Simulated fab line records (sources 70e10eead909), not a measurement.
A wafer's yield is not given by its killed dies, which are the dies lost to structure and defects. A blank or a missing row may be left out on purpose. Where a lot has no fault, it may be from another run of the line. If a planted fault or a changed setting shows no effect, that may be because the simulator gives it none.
fab line records ; flow nand-harc
record lots=5; wafers=15; last-day=21
route steps=1159 shown A_CHANNEL_HOLE_D1@450 END@1159
lots that met no fault: from a run of the same line without faults
start-h: the number of hours between the record's first day and the start of the first shown wafer of the lot ; wait-h: hours from the lot's prior step to this one ; " the same as in the row above ; L1.1+2: several wafers, shown together as one row ; - no value present, or no start provided ; * or withheld: withheld ; < > ~ a bound
route shown NAME@n: a module of which the file shows steps, and the number in the route of the first ; usual: average and standard deviation across the fault-free wafers ; same: alike in all rows ; chamber/n: place in a boat ; sites: readings site by site ; _std_site: standard deviation across them ; _edge_site: inner sites' mean taken away from outer sites' mean ; radius-mm: how far each site lies from the wafer's centre ; mask NAME#n: copy n ; behind: the most recent tool/chamber to have shaped the wafer ; hold: why the lot went on hold/how many hours it stayed there/how the hold came to an end ; device: which transistor (n, p or np) failed to switch ; end of line: the route-end tests of the same wafers ; a step given without rows: its recipe and nothing more ; killed: dies that structure and defects cost at the first sort, which is not the same as the wafer's yield ; map: dies across one wafer; x = killed, . = not, _ = none there
set.NAME: the setting that was run; set.NAME@STEP: the one run at that earlier step ; model.NAME: the simulator's own value behind a step, which no gauge read
lots at selected steps of the route; one table per step, one row per wafer
services: the hour from which a tool's chamber was out of use, counted from the record's first day as start-h (under 0 if before that day), plus the number of hours and why
## steps
# step NHARC_A_CHANNEL_HOLE_D1_DEP_00
# recipe target-thk-a=31000; temp-c=400; material=aC
# step NHARC_A_CHANNEL_HOLE_D1_DEP_01
# recipe target-thk-a=1400; target-thk-nm=140; temp-c=400; pressure-torr=3.5; flow-sccm=200; rf-w=350; material=SiON
# step NHARC_A_CHANNEL_HOLE_D1_DEHYDRATE_02
# recipe temp-c=150; time-s=120
# step NHARC_A_CHANNEL_HOLE_D1_HMDS_03
# recipe time-s=30
# step NHARC_A_CHANNEL_HOLE_D1_COAT_36
# recipe temp-c=260; time-s=75
# step NHARC_A_CHANNEL_HOLE_D1_COAT_37
# recipe temp-c=225; time-s=65
# step NHARC_A_CHANNEL_HOLE_D1_COAT_04
# recipe spin-rpm=1500; resist-thk-nm=90
# step NHARC_A_CHANNEL_HOLE_D1_SOFTBAKE_05
# recipe temp-c=105; time-s=55
# step NHARC_A_CHANNEL_HOLE_D1_EBR_06
# step NHARC_A_CHANNEL_HOLE_D1_EXPOSE_07
# recipe na=1.35; target-cd-nm=100; sigma-outer=0.3; dose-mj=59.65; mask-id=HOLE_D1
# usual exposure-dose-mJ-cm2=59.65/0.059
# same sigma-outer=0.3
lot.wafer;tool;chamber;start-h;wait-h;mask;exposure-dose-mJ-cm2
L992.2;arfi-scanner-01;0;159.45;-;HOLE_D1#0;59.58
L992.4;arfi-scanner-01;0;159.45;-;HOLE_D1#0;59.70
L992.6;arfi-scanner-01;0;159.45;-;HOLE_D1#0;59.61
L997.1;arfi-scanner-01;0;206.17;-;HOLE_D1#0;54.44
L997.2;arfi-scanner-01;0;206.17;-;HOLE_D1#0;54.52
L997.5;arfi-scanner-01;0;206.17;-;HOLE_D1#0;54.48
L103.1;arfi-scanner-01;0;239.34;-;HOLE_D1#0;55.53
L103.4;arfi-scanner-01;0;239.34;-;HOLE_D1#0;55.55
L103.5;arfi-scanner-01;0;239.34;-;HOLE_D1#0;55.54
L105.2;arfi-scanner-03;0;246.77;-;HOLE_D1#0;59.69
L105.3;arfi-scanner-03;0;246.77;-;HOLE_D1#0;59.65
L105.4;arfi-scanner-03;0;246.77;-;HOLE_D1#0;59.62
L104.1;arfi-scanner-01;0;247.60;-;HOLE_D1#0;56.24
L104.4;arfi-scanner-01;0;247.60;-;HOLE_D1#0;56.34
L104.6;arfi-scanner-01;0;247.60;-;HOLE_D1#0;56.44
# step NHARC_A_CHANNEL_HOLE_D1_PEB_08
# recipe peb-temp-c=100; peb-time-s=65
# step NHARC_A_CHANNEL_HOLE_D1_DEVELOP_09
# recipe develop-time-s=35; dev-temp-c=23
# step NHARC_A_CHANNEL_HOLE_D1_CD_MEAS_10
# recipe target-cd-nm=100; landing-energy-ev=500
# usual cd-nm=100.2/0.67
lot.wafer;tool;chamber;start-h;wait-h;cd-nm
L992.2;cd-sem-02;0;159.59;-;99.3
L992.4;cd-sem-02;0;159.59;-;99.7
L992.6;cd-sem-02;0;159.59;-;99.0
L997.1;cd-sem-02;0;206.31;-;95.5
L997.2;cd-sem-02;0;206.31;-;96.5
L997.5;cd-sem-02;0;206.31;-;94.9
L103.1;cd-sem-03;0;239.47;-;97.1
L103.4;cd-sem-03;0;239.47;-;96.7
L103.5;cd-sem-03;0;239.47;-;96.5
L105.2;cd-sem-01;0;246.91;-;100.3
L105.3;cd-sem-01;0;246.91;-;100.8
L105.4;cd-sem-01;0;246.91;-;101.4
L104.1;cd-sem-01;0;247.74;-;97.9
L104.4;cd-sem-01;0;247.74;-;97.2
L104.6;cd-sem-01;0;247.74;-;97.1
# step NHARC_A_CHANNEL_HOLE_D1_DESCUM_15
# recipe time-s=3; o2-flow-sccm=200; ar-flow-sccm=0; bias-power-w=0; chemistry=O2
# usual drypump-motor-current-A=5.8/0.32; oes-product-au=1.006/0.013; rf-vpp-V=57.7/1; showerhead-plenum-p-Torr=1.94/0.089; throttle-valve-pct=11.311/0.0097
lot.wafer;tool;chamber;start-h;wait-h;drypump-motor-current-A;oes-product-au;rf-hours-counter-h;rf-vpp-V;showerhead-plenum-p-Torr;throttle-valve-pct;model.A_CHANNEL_HOLE_D1.cd-nm
L992.2;rie-diel-13;0;159.78;0.1;6.2;0.989;4;59.7;2.04;11.303;98.14
L992.4;rie-diel-13;2;159.78;0.1;5.5;1.024;1;59.3;1.98;11.297;100.1
L992.6;rie-diel-13;3;159.78;0.1;5.8;0.995;-;55.2;1.78;11.312;98.99
L997.2;rie-diel-13;1;206.49;0.1;5.3;1.027;7;59.1;1.99;11.303;95.87
L997.1;rie-diel-13;0;206.49;0.1;6.2;1.003;7;58.6;2.04;11.326;95.08
L997.5;rie-diel-13;1;206.49;0.1;5.4;1.020;-;57.2;1.99;11.294;94.66
L103.4;rie-diel-11;3;239.66;0.1;5.8;1.013;1;57.9;1.98;11.316;95.74
L103.1;rie-diel-11;2;239.66;0.1;5.8;1.007;1;59.5;1.95;11.322;97.1
L103.5;rie-diel-11;3;239.66;0.1;5.8;1.015;-;57.9;1.98;11.313;95.59
L105.4;rie-diel-13;3;247.09;0.1;5.8;1.018;11;58.2;1.78;11.306;100.8
L105.3;rie-diel-13;1;247.09;0.1;5.4;1.027;9;58.7;1.99;11.295;100.3
L105.2;rie-diel-13;2;247.09;0.1;5.5;1.028;9;57.7;1.97;11.317;101.3
L104.4;rie-diel-11;2;247.92;0.1;5.8;0.992;3;58.4;1.95;11.303;96.64
L104.1;rie-diel-11;3;247.92;0.1;5.8;1.003;2;56.8;1.98;11.315;97.06
L104.6;rie-diel-11;3;247.92;0.1;5.7;1.001;-;57.1;1.98;11.317;96.32
# step NHARC_A_CHANNEL_HOLE_D1_ETCH_38
# recipe target-depth-a=390; over-etch-frac=0.3; time-s=65; ion-energy-ev=80; cf4-flow-sccm=150; ar-flow-sccm=0; rf-w=300; bias-w=100; chemistry=CF4
# step NHARC_A_CHANNEL_HOLE_D1_ETCH_39
# recipe target-depth-a=2600; over-etch-frac=0.3; time-s=325; ion-energy-ev=200; n2-flow-sccm=150; h2-flow-sccm=150; ar-flow-sccm=0; rf-w=400; bias-w=150; chemistry=N2/H2
# step NHARC_A_CHANNEL_HOLE_D1_ETCH_34
# recipe target-depth-a=1540; time-s=77; cf4-flow-sccm=100; chf3-flow-sccm=30; ar-flow-sccm=0; rf-w=500; bias-w=200; chemistry=CF4/CHF3
# step NHARC_A_CHANNEL_HOLE_D1_ETCH_16
# recipe target-depth-a=31000; over-etch-frac=0.3; time-s=806; ion-energy-ev=150; o2-flow-sccm=400; cos-flow-sccm=20; ar-flow-sccm=0; rf-w=500; bias-w=300; chemistry=O2/COS
# step NHARC_A_CHANNEL_HOLE_D1_ETCH_19
# recipe bias-v=1200; source-w=2500; pressure-mtorr=15; time-s=34.5; ar-flow-sccm=375; c4f8-flow-sccm=28.8; o2-flow-sccm=96.2; temp-c=-20; target-depth-a=*; chemistry=C4F8/O2/Ar
# step NHARC_A_CHANNEL_HOLE_D1_ETCH_20
# recipe bias-v=3000; source-w=withheld; pressure-mtorr=20; time-s=361.9; ar-flow-sccm=375; c4f8-flow-sccm=89.3; o2-flow-sccm=35.7; temp-c=-20; target-depth-a=16000; chemistry=C4F8/O2/Ar
# step NHARC_A_CHANNEL_HOLE_D1_ETCH_21
# recipe bias-v=3000; source-w=withheld; pressure-mtorr=20; time-s=514.3; ar-flow-sccm=375; c4f8-flow-sccm=89.3; o2-flow-sccm=35.7; temp-c=-20; target-depth-a=16000; chemistry=C4F8/O2/Ar
# step NHARC_A_CHANNEL_HOLE_D1_ETCH_22
# recipe bias-v=3000; source-w=withheld; pressure-mtorr=20; time-s=666.7; ar-flow-sccm=375; c4f8-flow-sccm=89.3; o2-flow-sccm=35.7; temp-c=-20; target-depth-a=16000; chemistry=C4F8/O2/Ar
# step NHARC_A_CHANNEL_HOLE_D1_ETCH_23
# recipe bias-v=5000; source-w=withheld; pressure-mtorr=20; time-s=819; ar-flow-sccm=375; c4f8-flow-sccm=89.3; o2-flow-sccm=35.7; temp-c=-20; target-depth-a=16000; chemistry=C4F8/O2/Ar
# step NHARC_A_CHANNEL_HOLE_D1_ETCH_24
# recipe bias-v=5000; source-w=withheld; pressure-mtorr=20; time-s=906.2; ar-flow-sccm=375; c4f8-flow-sccm=93.8; o2-flow-sccm=31.2; temp-c=-20; target-depth-a=15000; chemistry=C4F8/O2/Ar
# step NHARC_A_CHANNEL_HOLE_D1_ETCH_25
# recipe bias-v=5000; source-w=withheld; pressure-mtorr=20; time-s=1040.2; ar-flow-sccm=375; c4f8-flow-sccm=93.8; o2-flow-sccm=31.2; temp-c=-20; target-depth-a=15000; chemistry=C4F8/O2/Ar
# step NHARC_A_CHANNEL_HOLE_D1_ETCH_26
# recipe bias-v=300; source-w=2000; pressure-mtorr=30; time-s=224.1; ar-flow-sccm=375; c4f8-flow-sccm=11.4; o2-flow-sccm=113.6; temp-c=-20; target-depth-a=3000; chemistry=C4F8/O2/Ar
# step NHARC_A_CHANNEL_HOLE_D1_ETCH_33
# recipe bias-v=400; source-w=2000; pressure-mtorr=25; time-s=90; ar-flow-sccm=375; c4f8-flow-sccm=41.7; o2-flow-sccm=83.3; temp-c=-20; target-depth-a=4000; chemistry=C4F8/O2/Ar
# step NHARC_A_CHANNEL_HOLE_D1_STRIP_41
# recipe n2-flow-sccm=150; h2-flow-sccm=150; ar-flow-sccm=0; bias-w=0; chemistry=N2/H2
# step NHARC_A_CHANNEL_HOLE_D1_STRIP_42
# recipe cf4-flow-sccm=100; chf3-flow-sccm=30; ar-flow-sccm=0; bias-w=0; chemistry=CF4/CHF3
# step NHARC_A_CHANNEL_HOLE_D1_STRIP_43
# recipe o2-flow-sccm=400; cos-flow-sccm=20; ar-flow-sccm=0; bias-w=0; chemistry=O2/COS
# step NHARC_A_CHANNEL_HOLE_D1_ETCH_44
# recipe target-depth-a=1400; overetch-a=140; time-s=77; ion-energy-ev=100; cf4-flow-sccm=80; o2-flow-sccm=20; ar-flow-sccm=0; rf-w=300; bias-w=100; chemistry=CF4/O2
# usual drypump-motor-current-A=5.8/0.31; oes-product-au=1.007/0.013; rf-vpp-V=198.3/1.2; showerhead-plenum-p-Torr=1.36/0.057; throttle-valve-pct=13.398/0.0092
lot.wafer;tool;chamber;start-h;wait-h;drypump-motor-current-A;oes-product-au;rf-hours-counter-h;rf-vpp-V;showerhead-plenum-p-Torr;throttle-valve-pct;model.A_CHANNEL_HOLE_D1.cd-nm
L992.2;rie-diel-11;2;165.67;0.1;5.8;0.999;14;198.6;1.36;13.416;93.23
L992.4;rie-diel-11;1;165.67;0.1;6.0;0.978;14;198.6;1.37;13.395;89.35
L992.6;rie-diel-11;3;165.67;0.1;5.8;0.994;-;198.2;1.38;13.400;87.68
L997.1;rie-diel-13;0;212.39;0.1;6.2;0.976;8;199.7;1.42;13.388;86.68
L997.2;rie-diel-13;2;212.39;0.1;5.5;1.018;6;199.4;1.38;13.395;84.54
L997.5;rie-diel-13;0;212.39;0.1;6.2;0.994;-;199.5;1.42;13.408;84.21
L103.1;rie-diel-11;2;245.56;0.1;5.8;1.018;3;199.5;1.36;13.399;90.45
L103.4;rie-diel-11;3;245.56;0.1;5.8;1.005;2;199.3;1.38;13.398;86.62
L103.5;rie-diel-11;2;245.56;0.1;5.8;1.004;-;198.3;1.36;13.401;89.5
L105.4;rie-diel-13;3;253.02;0.1;5.8;1.010;12;195.7;1.24;13.413;90.05
L105.2;rie-diel-13;0;253.02;0.1;6.2;0.986;11;200.4;1.42;13.406;89.51
L105.3;rie-diel-13;1;253.02;0.1;5.4;1.039;9;199.6;1.39;13.401;89.63
L104.4;rie-diel-11;0;254.66;0.1;5.6;1.004;3;196.7;1.29;13.392;86.08
L104.1;rie-diel-11;1;254.66;0.1;5.9;1.015;3;198.1;1.37;13.392;89.77
L104.6;rie-diel-11;3;254.66;0.1;5.8;0.999;-;197.9;1.38;13.398;85.97
# step NHARC_A_CHANNEL_HOLE_D1_STRIP_27
# recipe o2-flow-sccm=500; ar-flow-sccm=0; bias-w=0; chemistry=O2
# step NHARC_END_SORT_01
# recipe temp-c=25
# usual killed-at-array=28/11; killed-at-other=0.5/0.87; killed-at-periphery=2.9/2.2; killed-dies=32/11; killed-open=3.2/1.9; killed-short=1.8/1.4
# same gross-dies=677
lot.wafer;tool;chamber;start-h;wait-h;killed-at-array;killed-at-other;killed-at-periphery;killed-dies;killed-open;killed-short
L103.1;prober-02;0;491.36;2.5;30;1;5;36;2;4
L104.6;prober-02;0;510.83;4.0;17;1;6;24;5;2
# killed by level:class
L103.1 A_CHANNEL_HOLE_D1:chamber-film-flake=15 A_SLIT:chamber-film-flake=7 P_M2:chamber-film-flake=4 A_CONTACT:chamber-film-flake=2 A_CHANNEL_FILL_D1:geometric-particle:short=1 A_WL_FILL:geometric-particle:short=1 A_BLC:geometric-particle:short=1 A_M0:geometric-particle:short=1
L104.6 A_STAIRCASE:chamber-film-flake=7 A_CHANNEL_HOLE_D1:chamber-film-flake=4 P_ZERO_WELL:chamber-film-flake=3 A_WL_FILL:chamber-film-flake=2 P_GATE:geometric-particle:short=1 P_CONTACT:geometric-particle:open=1 P_M1:geometric-particle:open=1 A_CHANNEL_FILL_D1:geometric-particle:short=1
## services
tool;chamber;start-h;hours;kind
rie-diel-11;0;144.25;-;clean
rie-diel-11;1;144.25;-;clean
rie-diel-11;2;144.25;-;clean
rie-diel-11;3;144.25;-;clean
rie-diel-13;0;157.00;-;clean
rie-diel-13;1;157.00;-;clean
rie-diel-13;2;157.00;-;clean
rie-diel-13;3;157.00;-;clean
arfi-scanner-03;-;158.06;4.0;pm
arfi-scanner-03;-;164.05;0.7;repair
rie-diel-11;0;168.75;-;clean
rie-diel-11;1;168.75;-;clean
rie-diel-11;2;168.75;-;clean
rie-diel-11;3;168.75;-;clean
rie-diel-13;0;181.50;-;clean
rie-diel-13;1;181.50;-;clean
rie-diel-13;2;181.50;-;clean
rie-diel-13;3;181.50;-;clean
rie-diel-11;2;186.98;3.6;repair
rie-diel-11;-;189.56;9.0;pm
arfi-scanner-03;-;193.42;7.1;repair
arfi-scanner-01;-;196.00;4.0;pm
rie-diel-11;3;208.10;6.4;repair
rie-diel-13;1;223.23;23.2;repair
## key
first-sign step=NHARC_A_CHANNEL_HOLE_D1_EXPOSE_07; reading=exposure-dose-mJ-cm2; direction=down; sigmas=71; usual=59.65; struck=55.45
effect step=NHARC_A_CHANNEL_HOLE_D1_CD_MEAS_10; reading=cd-nm; direction=down; sigmas=5.3; usual=100.2; struck=96.6; through=control-loop
model-effect step=NHARC_A_CHANNEL_HOLE_D1_DESCUM_15; value=A_CHANNEL_HOLE_D1.cd-nm; without=99.51; struck=96.01
model-effect step=NHARC_A_CHANNEL_HOLE_D1_ETCH_44; value=A_CHANNEL_HOLE_D1.cd-nm; without=90.6; struck=87.09
met-at NHARC_A_CHANNEL_HOLE_D1_EXPOSE_07
struck-wafers L997.1,L997.2,L997.5,L103.1,L103.4,L103.5,L104.1,L104.4,L104.6
tester-left-out L997,L103,L104
loop-trim step=NHARC_A_CHANNEL_HOLE_D1_EXPOSE_07; setting=dose; lots=L103,L104
onset-between 159.45 206.17
fault kind=process-parameter-drift; tool=arfi-scanner-01; chamber=-; onset-h=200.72; steps=NHARC_A_CHANNEL_HOLE_D1_EXPOSE_07; channel=dose-mj; offset=-5.1656; shape=step; acts-in=these-recipes-only; stated=59.65
# tester-left-out: of these lots the tester's yield and bins aren't shown, on N5 and GAA mostly nor the transistor test; their killed dies are dies lost to structure and defects alone, not to doping, threshold or leakage, so they don't give the yield
# loop-trim: a control loop set the setting to another value than it would have without faults
